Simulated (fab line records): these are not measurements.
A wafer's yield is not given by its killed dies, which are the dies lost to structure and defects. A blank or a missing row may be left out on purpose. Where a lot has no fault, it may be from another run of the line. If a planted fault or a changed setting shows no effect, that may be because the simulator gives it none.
fab line records | flow nand-harc | part 1 of 2: steps 1 to 24 of 30
record lots=5 | wafers=15 | last-day=32
route steps=1302 shown A_STAIRCASE@711
lots that met no fault: from a run of the same line without faults
start-h: the number of hours between the record's first day and the start of the first shown wafer of the lot | wait-h: hours since the lot's step before | " unchanged from the row above | L1.1+2: a single row standing in for several wafers | - no value, or no start was given | * or withheld: withheld | < > ~ a bound
route shown NAME@n: names a module that has steps shown in the file, with the first one's number in the route | usual: the fault-free wafers' mean and standard deviation | same: alike in all rows | chamber/n: place in a boat | sites: each site's reading | _std_site: the values' standard deviation | _edge_site: outer sites' mean less inner sites' | radius-mm: how far each site lies from the wafer's centre | mask NAME#n: copy n | behind: the tool/chamber that last shaped the wafer | hold: reason for holding the lot/hours on hold/outcome of the hold | device: which transistor (n, p or np) failed to switch | end of line: at the end of the route, the tests of the same wafers | for a step that has no rows: nothing shown but its recipe | killed: dies lost to structure and defects at the first sort, not the wafer's yield | map: shows each die of a wafer: x if killed, . if not, _ if none is there
set.NAME: the setting that was run; set.NAME@STEP: the one run at that earlier step | model.NAME: the simulator's own value behind a step, which no gauge read
lots seen at some steps along the route; tables by step, rows by wafer
services: the hour from which a tool's chamber was out of use, counted from the record's first day as start-h (under 0 if before that day), plus the number of hours and why
## steps
# step NHARC_A_STAIRCASE_ETCH_197
# recipe target-depth-a=1000 | time-s=40.5 | ion-energy-ev=400 | c4f8-flow-sccm=20 | o2-flow-sccm=10 | ar-flow-sccm=withheld | rf-w=600 | bias-w=1000 | chemistry=C4F8/O2
# usual oes-product-au=0.954/0.017 | rf-vpp-V=895/5
lot.wafer | tool        | chamber | start-h | wait-h | oes-product-au | rf-hours-counter-h | rf-vpp-V
L082.1    | rie-diel-10 | 1       | -       | -      | 0.973          | 1                  | 894
L082.3    | "           | 2       | "       | "      | 0.982          | 1                  | 906
L082.6    | "           | 2       | "       | "      | 0.986          | -                  | 905
L081.3    | rie-diel-07 | 2       | -       | -      | 0.925          | 44                 | 888
L081.1    | "           | 3       | "       | "      | 0.965          | 42                 | 894
L081.5    | "           | 0       | "       | "      | 0.957          | -                  | 894
L083.1    | rie-diel-11 | 1       | -       | -      | 0.961          | 1                  | 899
L083.5    | "           | 3       | "       | "      | 0.954          | -                  | 900
L083.6    | "           | 0       | "       | "      | 0.964          | -                  | 904
L093.2    | rie-diel-10 | 2       | -       | -      | 0.945          | 34                 | 906
L093.4    | "           | 0       | "       | "      | 0.929          | 36                 | 894
L093.3    | "           | 1       | "       | "      | 0.933          | 38                 | 892
L097.2    | rie-diel-07 | 0       | -       | -      | 0.961          | 33                 | 892
L097.4    | "           | 1       | "       | "      | 0.945          | 28                 | 896
L097.6    | "           | 3       | "       | "      | 0.950          | -                  | 891
# step NHARC_A_STAIRCASE_TRIM_198
# recipe time-s=211.2 | o2-flow-sccm=500 | ar-flow-sccm=0 | bias-w=0 | chemistry=O2
# usual drypump-motor-current-A=5.9/0.44 | oes-product-au=1.003/0.01 | rf-vpp-V=57.7/0.93 | showerhead-plenum-p-Torr=3.51/0.14 | throttle-valve-pct=17.036/0.0096
lot.wafer | tool        | chamber | start-h | wait-h | drypump-motor-current-A | oes-product-au | rf-hours-counter-h | rf-vpp-V | showerhead-plenum-p-Torr | throttle-valve-pct
L082.3    | rie-diel-10 | 2       | -       | -      | 5.5                     | 1.017          | 1                  | 58.1     | 3.81                     | 17.046
L082.1    | "           | 3       | "       | "      | 6.2                     | 1.024          | 1                  | 58.0     | 3.57                     | 17.050
L082.6    | "           | 2       | "       | "      | 5.5                     | 1.019          | -                  | 59.8     | 3.81                     | 17.037
L081.3    | rie-diel-07 | 0       | -       | -      | 5.1                     | 1.004          | 30                 | 57.9     | 3.45                     | 17.029
L081.1    | "           | 1       | "       | "      | 6.3                     | 0.996          | 40                 | 58.7     | 3.53                     | 17.021
L081.5    | "           | 1       | "       | "      | 6.3                     | 0.984          | -                  | 56.9     | 3.53                     | 17.041
L083.1    | rie-diel-11 | 2       | -       | -      | 5.6                     | 0.995          | 1                  | 58.5     | 3.38                     | 17.049
L083.6    | "           | 0       | "       | "      | 5.3                     | 1.016          | -                  | 58.1     | 3.74                     | 17.042
L083.5    | "           | 1       | "       | "      | 6.4                     | 1.036          | -                  | 58.3     | 3.59                     | 17.033
L093.3    | rie-diel-10 | 3       | -       | -      | 6.1                     | 1.015          | 33                 | 58.0     | 3.55                     | 17.041
L093.4    | "           | 0       | "       | "      | 6.3                     | 1.009          | 36                 | 56.4     | 3.47                     | 17.043
L093.2    | "           | 1       | "       | "      | 6.1                     | 0.999          | 38                 | 58.4     | 3.42                     | 17.028
L097.4    | rie-diel-07 | 0       | -       | -      | 5.1                     | 0.997          | 33                 | 57.6     | 3.43                     | 17.032
L097.2    | "           | 2       | "       | "      | 5.8                     | 0.996          | 31                 | 56.9     | 3.29                     | 17.042
L097.6    | "           | 3       | "       | "      | 6.1                     | 1.000          | -                  | 57.1     | 3.44                     | 17.050
# step NHARC_A_STAIRCASE_ETCH_199
# recipe target-depth-a=1000 | time-s=40.5 | ion-energy-ev=400 | c4f8-flow-sccm=20 | o2-flow-sccm=10 | ar-flow-sccm=withheld | rf-w=600 | bias-w=1000 | chemistry=C4F8/O2
# usual oes-product-au=0.949/0.015 | rf-vpp-V=895/5
lot.wafer | tool        | chamber | start-h | wait-h | oes-product-au | rf-hours-counter-h | rf-vpp-V
L082.3    | rie-diel-10 | 1       | -       | -      | 0.965          | 1                  | 893
L082.1    | "           | 2       | "       | "      | 0.964          | 1                  | 905
L082.6    | "           | 3       | "       | "      | 0.962          | -                  | 897
L081.3    | rie-diel-07 | 3       | -       | -      | 0.957          | 42                 | 893
L081.1    | "           | 0       | "       | "      | 0.953          | 31                 | 894
L081.5    | "           | 2       | "       | "      | 0.946          | -                  | 887
L083.1    | rie-diel-11 | 1       | -       | -      | 0.950          | 1                  | 899
L083.5    | "           | 3       | "       | "      | 0.941          | -                  | 900
L083.6    | "           | 0       | "       | "      | 0.942          | -                  | 904
L093.4    | rie-diel-10 | 2       | -       | -      | 0.951          | 34                 | 905
L093.2    | "           | 3       | "       | "      | 0.943          | 33                 | 897
L093.3    | "           | 1       | "       | "      | 0.931          | 38                 | 891
L097.4    | rie-diel-07 | 1       | -       | -      | 0.940          | 28                 | 895
L097.2    | "           | 0       | "       | "      | 0.953          | 33                 | 891
L097.6    | "           | 2       | "       | "      | 0.948          | -                  | 886
# step NHARC_A_STAIRCASE_TRIM_200
# recipe time-s=211.2 | o2-flow-sccm=500 | ar-flow-sccm=0 | bias-w=0 | chemistry=O2
# usual drypump-motor-current-A=5.9/0.45 | oes-product-au=1.003/0.01 | rf-vpp-V=57.8/0.89 | showerhead-plenum-p-Torr=3.51/0.13 | throttle-valve-pct=17.036/0.0083
lot.wafer | tool        | chamber | start-h | wait-h | drypump-motor-current-A | oes-product-au | rf-hours-counter-h | rf-vpp-V | showerhead-plenum-p-Torr | throttle-valve-pct
L082.1    | rie-diel-10 | 2       | -       | -      | 5.5                     | 1.010          | 1                  | 58.1     | 3.81                     | 17.045
L082.3    | "           | 3       | "       | "      | 6.2                     | 1.008          | 1                  | 57.3     | 3.57                     | 17.032
L082.6    | "           | 1       | "       | "      | 6.1                     | 1.006          | -                  | 58.9     | 3.44                     | 17.020
L081.3    | rie-diel-07 | 2       | -       | -      | 5.8                     | 0.996          | 44                 | 56.3     | 3.31                     | 17.032
L081.1    | "           | 0       | "       | "      | 5.1                     | 0.996          | 31                 | 57.9     | 3.45                     | 17.044
L081.5    | "           | 2       | "       | "      | 5.7                     | 0.979          | -                  | 56.7     | 3.31                     | 17.045
L083.1    | rie-diel-11 | 3       | -       | -      | 6.3                     | 1.012          | 3                  | 58.3     | 3.62                     | 17.035
L083.5    | "           | 0       | "       | "      | 5.3                     | 1.009          | -                  | 59.4     | 3.74                     | 17.017
L083.6    | "           | 1       | "       | "      | 6.4                     | 1.034          | -                  | 58.0     | 3.59                     | 17.027
L093.2    | rie-diel-10 | 2       | -       | -      | 5.5                     | 1.021          | 34                 | 58.5     | 3.79                     | 17.029
L093.4    | "           | 3       | "       | "      | 6.2                     | 1.018          | 33                 | 58.4     | 3.55                     | 17.041
L093.3    | "           | 1       | "       | "      | 6.2                     | 1.003          | 38                 | 58.9     | 3.42                     | 17.025
L097.2    | rie-diel-07 | 1       | -       | -      | 6.3                     | 1.001          | 28                 | 58.4     | 3.51                     | 17.029
L097.4    | "           | 2       | "       | "      | 5.7                     | 0.991          | 31                 | 56.6     | 3.28                     | 17.037
L097.6    | "           | 0       | "       | "      | 5.1                     | 0.998          | -                  | 57.0     | 3.43                     | 17.035
# step NHARC_A_STAIRCASE_ETCH_201
# recipe target-depth-a=1000 | time-s=40.5 | ion-energy-ev=400 | c4f8-flow-sccm=20 | o2-flow-sccm=10 | ar-flow-sccm=withheld | rf-w=600 | bias-w=1000 | chemistry=C4F8/O2
# usual oes-product-au=0.948/0.013 | rf-vpp-V=895/4.9
lot.wafer | tool        | chamber | start-h | wait-h | oes-product-au | rf-hours-counter-h | rf-vpp-V
L082.3    | rie-diel-10 | 1       | -       | -      | 0.947          | 1                  | 893
L082.1    | "           | 2       | "       | "      | 0.967          | 1                  | 906
L082.6    | "           | 2       | "       | "      | 0.965          | -                  | 906
L081.3    | rie-diel-07 | 0       | -       | -      | 0.948          | 31                 | 893
L081.1    | "           | 2       | "       | "      | 0.930          | 44                 | 887
L081.5    | "           | 0       | "       | "      | 0.948          | -                  | 894
L083.1    | rie-diel-11 | 3       | -       | -      | 0.953          | 3                  | 899
L083.6    | "           | 2       | "       | "      | 0.944          | -                  | 890
L083.5    | "           | 3       | "       | "      | 0.964          | -                  | 899
L093.4    | rie-diel-10 | 0       | -       | -      | 0.957          | 36                 | 893
L093.3    | "           | 1       | "       | "      | 0.951          | 38                 | 892
L093.2    | "           | 2       | "       | "      | 0.964          | 34                 | 905
L097.2    | rie-diel-07 | 0       | -       | -      | 0.931          | 33                 | 894
L097.4    | "           | 1       | "       | "      | 0.924          | 29                 | 896
L097.6    | "           | 3       | "       | "      | 0.920          | -                  | 893
# step NHARC_A_STAIRCASE_TRIM_202
# recipe time-s=211.2 | o2-flow-sccm=500 | ar-flow-sccm=0 | bias-w=0 | chemistry=O2
# usual drypump-motor-current-A=5.9/0.44 | oes-product-au=1.002/0.0095 | rf-vpp-V=57.7/0.99 | showerhead-plenum-p-Torr=3.50/0.13 | throttle-valve-pct=17.037/0.0098
lot.wafer | tool        | chamber | start-h | wait-h | drypump-motor-current-A | oes-product-au | rf-hours-counter-h | rf-vpp-V | showerhead-plenum-p-Torr | throttle-valve-pct
L082.3    | rie-diel-10 | 0       | -       | -      | 6.3                     | 1.015          | 1                  | 60.2     | 3.48                     | 17.023
L082.1    | "           | 2       | "       | "      | 5.5                     | 1.019          | 1                  | 58.5     | 3.81                     | 17.015
L082.6    | "           | 1       | "       | "      | 6.2                     | 1.000          | -                  | 57.1     | 3.43                     | 17.029
L081.3    | rie-diel-07 | 1       | -       | -      | 6.3                     | 1.012          | 40                 | 57.5     | 3.53                     | 17.030
L081.1    | "           | 3       | "       | "      | 6.1                     | 1.018          | 43                 | 56.1     | 3.47                     | 17.025
L081.5    | "           | 1       | "       | "      | 6.3                     | 0.997          | -                  | 56.8     | 3.53                     | 17.038
L083.1    | rie-diel-11 | 1       | -       | -      | 6.4                     | 1.019          | 2                  | 59.1     | 3.59                     | 17.026
L083.6    | "           | 2       | "       | "      | 5.6                     | 1.006          | -                  | 57.3     | 3.38                     | 17.044
L083.5    | "           | 3       | "       | "      | 6.3                     | 1.004          | -                  | 57.6     | 3.62                     | 17.051
L093.2    | rie-diel-10 | 2       | -       | -      | 5.5                     | 1.017          | 34                 | 59.3     | 3.79                     | 17.040
L093.4    | "           | 3       | "       | "      | 6.2                     | 1.011          | 33                 | 57.3     | 3.55                     | 17.046
L093.3    | "           | 0       | "       | "      | 6.3                     | 1.014          | 36                 | 56.1     | 3.47                     | 17.048
L097.2    | rie-diel-07 | 1       | -       | -      | 6.3                     | 1.000          | 29                 | 58.0     | 3.51                     | 17.032
L097.4    | "           | 3       | "       | "      | 6.0                     | 1.001          | 31                 | 57.9     | 3.44                     | 17.039
L097.6    | "           | 1       | "       | "      | 6.3                     | 0.996          | -                  | 59.2     | 3.51                     | 17.041
# step NHARC_A_STAIRCASE_ETCH_203
# recipe target-depth-a=1000 | time-s=40.5 | ion-energy-ev=400 | c4f8-flow-sccm=20 | o2-flow-sccm=10 | ar-flow-sccm=withheld | rf-w=600 | bias-w=1000 | chemistry=C4F8/O2
# usual oes-product-au=0.946/0.011 | rf-vpp-V=895/4.9
lot.wafer | tool        | chamber | start-h | wait-h | oes-product-au | rf-hours-counter-h | rf-vpp-V
L082.1    | rie-diel-10 | 3       | -       | -      | 0.962          | 1                  | 897
L082.3    | "           | 1       | "       | "      | 0.939          | 1                  | 892
L082.6    | "           | 3       | "       | "      | 0.966          | -                  | 897
L081.3    | rie-diel-07 | 3       | -       | -      | 0.955          | 43                 | 893
L081.1    | "           | 0       | "       | "      | 0.950          | 31                 | 894
L081.5    | "           | 3       | "       | "      | 0.955          | -                  | 893
L083.1    | rie-diel-11 | 1       | -       | -      | 0.958          | 2                  | 898
L083.6    | "           | 2       | "       | "      | 0.949          | -                  | 891
L083.5    | "           | 3       | "       | "      | 0.949          | -                  | 898
L093.3    | rie-diel-10 | 1       | -       | -      | 0.934          | 38                 | 892
L093.4    | "           | 2       | "       | "      | 0.951          | 34                 | 905
L093.2    | "           | 3       | "       | "      | 0.953          | 34                 | 896
L097.2    | rie-diel-07 | 1       | -       | -      | 0.935          | 29                 | 896
L097.4    | "           | 3       | "       | "      | 0.939          | 31                 | 893
L097.6    | "           | 1       | "       | "      | 0.926          | -                  | 896
# step NHARC_A_STAIRCASE_STRIP_205
# recipe power-w=1500 | temp-c=250 | chemistry=O2
# usual drypump-motor-current-A=5.9/0.37 | heater-power-w=326/22
lot.wafer | tool            | chamber | start-h | wait-h | drypump-motor-current-A | heater-power-w | rf-hours-counter-h
L082.1    | plasma-asher-02 | 1       | 439.04  | 0.1    | 6.1                     | 346            | 1
L082.3    | "               | 1       | "       | "      | 6.2                     | 355            | -
L082.6    | "               | 0       | "       | "      | 5.8                     | 348            | -
L081.1    | plasma-asher-02 | 0       | 439.45  | 0.1    | 5.9                     | 344            | 1
L081.3    | "               | 0       | "       | "      | 5.8                     | 343            | -
L081.5    | "               | 0       | "       | "      | 5.8                     | 330            | -
L083.1    | plasma-asher-02 | 0       | 452.15  | 0.1    | 5.9                     | 335            | 4
L083.5    | "               | 1       | "       | "      | 6.2                     | 352            | -
L083.6    | "               | 0       | "       | "      | 5.9                     | 342            | -
L093.2    | plasma-asher-02 | 0       | 540.14  | 0.1    | 5.8                     | 336            | 23
L093.3    | "               | 1       | "       | "      | 6.1                     | 343            | -
L093.4    | "               | 0       | "       | "      | 5.8                     | 340            | -
L097.2    | plasma-asher-02 | 1       | 582.08  | 0.2    | 6.2                     | 343            | 32
L097.4    | "               | 1       | "       | "      | 6.2                     | 343            | -
L097.6    | "               | 0       | "       | "      | 5.8                     | 339            | -
# step NHARC_A_STAIRCASE_STRIP_206
# recipe time-s=900 | temp-c=130 | chemistry=SPM
lot.wafer  | tool         | chamber | start-h | wait-h
L082.6+1+3 | wet-bench-01 | 1,4,6   | 439.38  | 0.1
L081.5+1+3 | wet-bench-07 | 6,7,0   | 439.80  | 0.1
L083.6+1+5 | wet-bench-05 | 0,1,4   | 452.46  | 0.1
L093.3+4+2 | wet-bench-07 | 4,6,1   | 540.46  | 0.2
L097.6+2+4 | wet-bench-01 | 4,5,7   | 582.44  | 0.1
# step NHARC_A_STAIRCASE_PRECLEAN_207
# recipe time-s=* | temp-c=50 | bath-age-min=0 | chemistry=SC1
# usual sc1-h2o2-end-mol-l=0.3698/0.00061
lot.wafer | tool         | chamber | start-h | wait-h | sc1-h2o2-end-mol-l
L082.6    | wet-bench-01 | 1       | -       | -      | 0.3699
L082.1    | "            | 4       | "       | "      | 0.3710
L082.3    | "            | 6       | "       | "      | 0.3698
L081.5    | wet-bench-07 | 6       | -       | -      | 0.3694
L081.1    | "            | 7       | "       | "      | 0.3690
L081.3    | "            | 0       | "       | "      | 0.3697
L083.6    | wet-bench-05 | 0       | -       | -      | 0.3694
L083.1    | "            | 1       | "       | "      | 0.3686
L083.5    | "            | 4       | "       | "      | 0.3705
L093.3    | wet-bench-07 | 4       | -       | -      | 0.3705
L093.4    | "            | 6       | "       | "      | 0.3705
L093.2    | "            | 1       | "       | "      | 0.3706
L097.6    | wet-bench-01 | 4       | -       | -      | 0.3701
L097.2    | "            | 5       | "       | "      | 0.3695
L097.4    | "            | 7       | "       | "      | 0.3697
# step NHARC_A_STAIRCASE_SRD_208
lot.wafer  | tool         | chamber | start-h | wait-h
L082.6+1+3 | wet-bench-01 | 1,4,6   | -       | -
L081.5+1+3 | wet-bench-07 | 6,7,0   | -       | -
L083.6+1+5 | wet-bench-05 | 0,1,4   | -       | -
L093.3+4+2 | wet-bench-07 | 4,6,1   | -       | -
L097.6+2+4 | wet-bench-01 | 4,5,7   | -       | -
# step NHARC_A_STAIRCASE_DEHYDRATE_209
# recipe temp-c=150 | time-s=120
lot.wafer  | tool           | chamber | start-h | wait-h
L082.1+3+6 | litho-track-02 | 0       | 439.84  | -
L081.1+3+5 | litho-track-03 | 0       | 440.25  | -
L083.1+5+6 | litho-track-05 | 0       | 452.91  | -
L093.2+3+4 | litho-track-02 | 0       | 540.92  | -
L097.2+4+6 | litho-track-03 | 0       | 582.89  | -
# step NHARC_A_STAIRCASE_HMDS_210
# recipe time-s=30
lot.wafer  | tool           | chamber | start-h | wait-h
L082.1+3+6 | litho-track-02 | 0       | -       | -
L081.1+3+5 | litho-track-03 | 0       | -       | -
L083.1+5+6 | litho-track-05 | 0       | -       | -
L093.2+3+4 | litho-track-02 | 0       | -       | -
L097.2+4+6 | litho-track-03 | 0       | -       | -
# step NHARC_A_STAIRCASE_COAT_211
# recipe spin-rpm=1200
lot.wafer  | tool           | chamber | start-h | wait-h
L082.1+3+6 | litho-track-02 | 0       | -       | -
L081.1+3+5 | litho-track-03 | 0       | -       | -
L083.1+5+6 | litho-track-05 | 0       | -       | -
L093.2+3+4 | litho-track-02 | 0       | -       | -
L097.2+4+6 | litho-track-03 | 0       | -       | -
# step NHARC_A_STAIRCASE_SOFTBAKE_212
# recipe temp-c=135 | time-s=170
lot.wafer  | tool           | chamber | start-h | wait-h
L082.1+3+6 | litho-track-02 | 0       | -       | -
L081.1+3+5 | litho-track-03 | 0       | -       | -
L083.1+5+6 | litho-track-05 | 0       | -       | -
L093.2+3+4 | litho-track-02 | 0       | -       | -
L097.2+4+6 | litho-track-03 | 0       | -       | -
# step NHARC_A_STAIRCASE_EBR_213
lot.wafer  | tool           | chamber | start-h | wait-h
L082.1+3+6 | litho-track-02 | 0       | -       | -
L081.1+3+5 | litho-track-03 | 0       | -       | -
L083.1+5+6 | litho-track-05 | 0       | -       | -
L093.2+3+4 | litho-track-02 | 0       | -       | -
L097.2+4+6 | litho-track-03 | 0       | -       | -
# step NHARC_A_STAIRCASE_EXPOSE_214
# recipe na=0.5 | dose-mj=31.26 | mask-id=STAIR_3
lot.wafer  | tool           | chamber | start-h | wait-h | mask
L082.1+3+6 | krf-scanner-01 | 0       | 440.17  | -      | STAIR_3#0
L081.1+3+5 | krf-scanner-04 | 0       | 440.58  | -      | STAIR_3#0
L083.1+5+6 | krf-scanner-04 | 0       | 453.12  | -      | STAIR_3#0
L093.2+3+4 | krf-scanner-01 | 0       | 541.26  | -      | STAIR_3#0
L097.2+4+6 | krf-scanner-04 | 0       | 583.10  | -      | STAIR_3#0
# step NHARC_A_STAIRCASE_PEB_215
# recipe peb-temp-c=115 | peb-time-s=130
lot.wafer  | tool           | chamber | start-h | wait-h
L082.1+3+6 | litho-track-02 | 0       | 440.24  | 0.1
L081.1+3+5 | litho-track-03 | 0       | 440.65  | 0.1
L083.1+5+6 | litho-track-02 | 0       | 453.18  | 0.1
L093.2+3+4 | litho-track-03 | 0       | 541.32  | 0.1
L097.2+4+6 | litho-track-03 | 0       | 583.17  | 0.1
# step NHARC_A_STAIRCASE_DEVELOP_216
# recipe time-s=140
lot.wafer  | tool           | chamber | start-h | wait-h
L082.1+3+6 | litho-track-02 | 0       | -       | -
L081.1+3+5 | litho-track-03 | 0       | -       | -
L083.1+5+6 | litho-track-02 | 0       | -       | -
L093.2+3+4 | litho-track-03 | 0       | -       | -
L097.2+4+6 | litho-track-03 | 0       | -       | -
# step NHARC_A_STAIRCASE_HARDBAKE_218
# recipe temp-c=120 | time-s=140
lot.wafer  | tool           | chamber | start-h | wait-h
L082.1+3+6 | litho-track-02 | 0       | 440.46  | -
L081.1+3+5 | litho-track-03 | 0       | 440.87  | -
L083.1+5+6 | litho-track-02 | 0       | 453.40  | -
L093.2+3+4 | litho-track-02 | 0       | 541.54  | -
L097.2+4+6 | litho-track-03 | 0       | 583.39  | -
# step NHARC_A_STAIRCASE_DESCUM_219
# recipe time-s=3 | o2-flow-sccm=200 | ar-flow-sccm=0 | bias-power-w=0 | chemistry=O2
# usual drypump-motor-current-A=5.9/0.4 | oes-product-au=1.004/0.01 | rf-vpp-V=57.8/0.87 | showerhead-plenum-p-Torr=1.91/0.078 | throttle-valve-pct=11.311/0.0094
lot.wafer | tool        | chamber | start-h | wait-h | drypump-motor-current-A | oes-product-au | rf-hours-counter-h | rf-vpp-V | showerhead-plenum-p-Torr | throttle-valve-pct
L082.3    | rie-diel-10 | 0       | 440.56  | -      | 6.3                     | 1.024          | 1                  | 58.1     | 1.89                     | 11.294
L082.1    | "           | 1       | "       | "      | 6.1                     | 0.997          | 1                  | 58.6     | 1.86                     | 11.310
L082.6    | "           | 3       | "       | "      | 6.1                     | 1.004          | -                  | 58.1     | 1.94                     | 11.312
L081.1    | rie-diel-10 | 2       | 440.96  | -      | 5.5                     | 0.994          | 1                  | 57.8     | 2.08                     | 11.320
L081.3    | "           | 3       | "       | "      | 6.1                     | 0.989          | 2                  | 57.3     | 1.94                     | 11.306
L081.5    | "           | 3       | "       | "      | 6.1                     | 0.993          | -                  | 57.5     | 1.94                     | 11.307
L083.1    | rie-diel-11 | 3       | 453.49  | -      | 6.3                     | 1.009          | 3                  | 57.2     | 1.96                     | 11.306
L083.5    | "           | 3       | "       | "      | 6.3                     | 1.005          | -                  | 58.1     | 1.96                     | 11.316
L083.6    | "           | 0       | "       | "      | 5.3                     | 1.007          | -                  | 59.8     | 2.03                     | 11.306
L093.3    | rie-diel-07 | 3       | 541.63  | -      | 6.0                     | 0.984          | 14                 | 57.3     | 1.87                     | 11.302
L093.2    | "           | 1       | "       | "      | 6.3                     | 1.006          | 19                 | 57.8     | 1.91                     | 11.317
L093.4    | "           | 2       | "       | "      | 5.7                     | 0.993          | 15                 | 57.5     | 1.78                     | 11.297
L097.2    | rie-diel-10 | 1       | 583.50  | -      | 6.1                     | 0.987          | 54                 | 58.4     | 1.84                     | 11.333
L097.6    | "           | 3       | "       | "      | 6.1                     | 1.004          | -                  | 58.6     | 1.92                     | 11.320
L097.4    | "           | 0       | "       | "      | 6.3                     | 1.001          | -                  | 57.2     | 1.87                     | 11.304
# step NHARC_A_STAIRCASE_TRIM_220
# recipe time-s=211.2 | o2-flow-sccm=500 | ar-flow-sccm=0 | bias-w=0 | chemistry=O2
# usual drypump-motor-current-A=5.9/0.4 | oes-product-au=1.004/0.0098 | rf-vpp-V=57.7/0.89 | showerhead-plenum-p-Torr=3.51/0.13 | throttle-valve-pct=17.037/0.0097
lot.wafer | tool        | chamber | start-h | wait-h | drypump-motor-current-A | oes-product-au | rf-hours-counter-h | rf-vpp-V | showerhead-plenum-p-Torr | throttle-valve-pct
L082.3    | rie-diel-10 | 1       | 440.65  | 0.1    | 6.1                     | 0.992          | 1                  | 57.3     | 3.44                     | 17.030
L082.1    | "           | 2       | "       | "      | 5.5                     | 1.013          | 1                  | 58.6     | 3.81                     | 17.040
L082.6    | "           | 1       | "       | "      | 6.1                     | 0.996          | -                  | 57.4     | 3.44                     | 17.047
L081.3    | rie-diel-10 | 3       | 441.10  | 0.1    | 6.1                     | 1.002          | 2                  | 57.1     | 3.57                     | 17.050
L081.1    | "           | 0       | "       | "      | 6.3                     | 1.009          | 1                  | 57.5     | 3.48                     | 17.040
L081.5    | "           | 3       | "       | "      | 6.1                     | 1.007          | -                  | 57.0     | 3.57                     | 17.048
L083.1    | rie-diel-11 | 1       | 453.62  | 0.1    | 6.4                     | 1.018          | 2                  | 57.7     | 3.59                     | 17.023
L083.5    | "           | 2       | "       | "      | 5.5                     | 1.004          | -                  | 57.6     | 3.38                     | 17.046
L083.6    | "           | 3       | "       | "      | 6.3                     | 1.000          | -                  | 58.0     | 3.62                     | 17.032
L093.3    | rie-diel-07 | 0       | 541.71  | 0.1    | 5.1                     | 1.003          | 18                 | 57.1     | 3.44                     | 17.043
L093.4    | "           | 1       | "       | "      | 6.3                     | 1.007          | 19                 | 59.1     | 3.52                     | 17.023
L093.2    | "           | 2       | "       | "      | 5.7                     | 0.997          | 15                 | 57.2     | 3.29                     | 17.028
L097.2    | rie-diel-10 | 1       | 583.58  | 0.1    | 6.1                     | 0.995          | 54                 | 58.5     | 3.41                     | 17.049
L097.6    | "           | 1       | "       | "      | 6.2                     | 0.994          | -                  | 57.9     | 3.41                     | 17.038
L097.4    | "           | 0       | "       | "      | 6.3                     | 1.002          | -                  | 58.2     | 3.46                     | 17.015
# step NHARC_A_STAIRCASE_ETCH_221
# recipe target-depth-a=1000 | time-s=40.5 | ion-energy-ev=400 | c4f8-flow-sccm=20 | o2-flow-sccm=10 | ar-flow-sccm=withheld | rf-w=600 | bias-w=1000 | chemistry=C4F8/O2
# usual oes-product-au=0.948/0.015 | rf-vpp-V=895/5.1
lot.wafer | tool        | chamber | start-h | wait-h | oes-product-au | rf-hours-counter-h | rf-vpp-V
L082.3    | rie-diel-10 | 3       | -       | -      | 0.959          | 1                  | 897
L082.1    | "           | 0       | "       | "      | 0.965          | 1                  | 894
L082.6    | "           | 2       | "       | "      | 0.956          | -                  | 906
L081.3    | rie-diel-10 | 1       | -       | -      | 0.928          | 1                  | 892
L081.1    | "           | 2       | "       | "      | 0.934          | 2                  | 906
L081.5    | "           | 2       | "       | "      | 0.941          | -                  | 906
L083.1    | rie-diel-11 | 3       | -       | -      | 0.945          | 3                  | 900
L083.6    | "           | 3       | "       | "      | 0.943          | -                  | 898
L083.5    | "           | 0       | "       | "      | 0.936          | -                  | 903
L093.4    | rie-diel-07 | 1       | -       | -      | 0.954          | 19                 | 895
L093.2    | "           | 3       | "       | "      | 0.940          | 14                 | 893
L093.3    | "           | 0       | "       | "      | 0.946          | 18                 | 894
L097.2    | rie-diel-10 | 1       | -       | -      | 0.922          | 54                 | 892
L097.6    | "           | 0       | "       | "      | 0.934          | -                  | 892
L097.4    | "           | 3       | "       | "      | 0.935          | -                  | 896
# step NHARC_A_STAIRCASE_TRIM_222
# recipe time-s=211.2 | o2-flow-sccm=500 | ar-flow-sccm=0 | bias-w=0 | chemistry=O2
# usual drypump-motor-current-A=5.9/0.4 | oes-product-au=1.005/0.0099 | rf-vpp-V=57.8/0.85 | showerhead-plenum-p-Torr=3.51/0.13 | throttle-valve-pct=17.037/0.0097
lot.wafer | tool        | chamber | start-h | wait-h | drypump-motor-current-A | oes-product-au | rf-hours-counter-h | rf-vpp-V | showerhead-plenum-p-Torr | throttle-valve-pct
L082.1    | rie-diel-10 | 3       | -       | -      | 6.2                     | 1.008          | 1                  | 58.3     | 3.57                     | 17.037
L082.3    | "           | 2       | "       | "      | 5.5                     | 1.004          | 1                  | 58.5     | 3.81                     | 17.066
L082.6    | "           | 0       | "       | "      | 6.3                     | 1.026          | -                  | 56.2     | 3.48                     | 17.054
L081.3    | rie-diel-10 | 0       | -       | -      | 6.3                     | 1.024          | 2                  | 57.4     | 3.48                     | 17.062
L081.1    | "           | 1       | "       | "      | 6.1                     | 0.994          | 2                  | 58.1     | 3.44                     | 17.030
L081.5    | "           | 0       | "       | "      | 6.3                     | 1.024          | -                  | 58.3     | 3.48                     | 17.024
L083.1    | rie-diel-11 | 0       | -       | -      | 5.3                     | 0.993          | 2                  | 59.4     | 3.74                     | 17.047
L083.6    | "           | 0       | "       | "      | 5.3                     | 1.002          | -                  | 60.2     | 3.74                     | 17.028
L083.5    | "           | 1       | "       | "      | 6.4                     | 1.015          | -                  | 56.6     | 3.59                     | 17.028
L093.3    | rie-diel-07 | 1       | -       | -      | 6.3                     | 1.002          | 19                 | 59.2     | 3.52                     | 17.039
L093.2    | "           | 2       | "       | "      | 5.7                     | 0.998          | 15                 | 57.2     | 3.29                     | 17.051
L093.4    | "           | 3       | "       | "      | 6.0                     | 0.995          | 14                 | 57.3     | 3.45                     | 17.033
L097.2    | rie-diel-10 | 0       | -       | -      | 6.3                     | 1.008          | 50                 | 58.5     | 3.46                     | 17.048
L097.6    | "           | 3       | "       | "      | 6.2                     | 1.010          | -                  | 58.4     | 3.54                     | 17.024
L097.4    | "           | 0       | "       | "      | 6.2                     | 1.019          | -                  | 57.4     | 3.46                     | 17.037
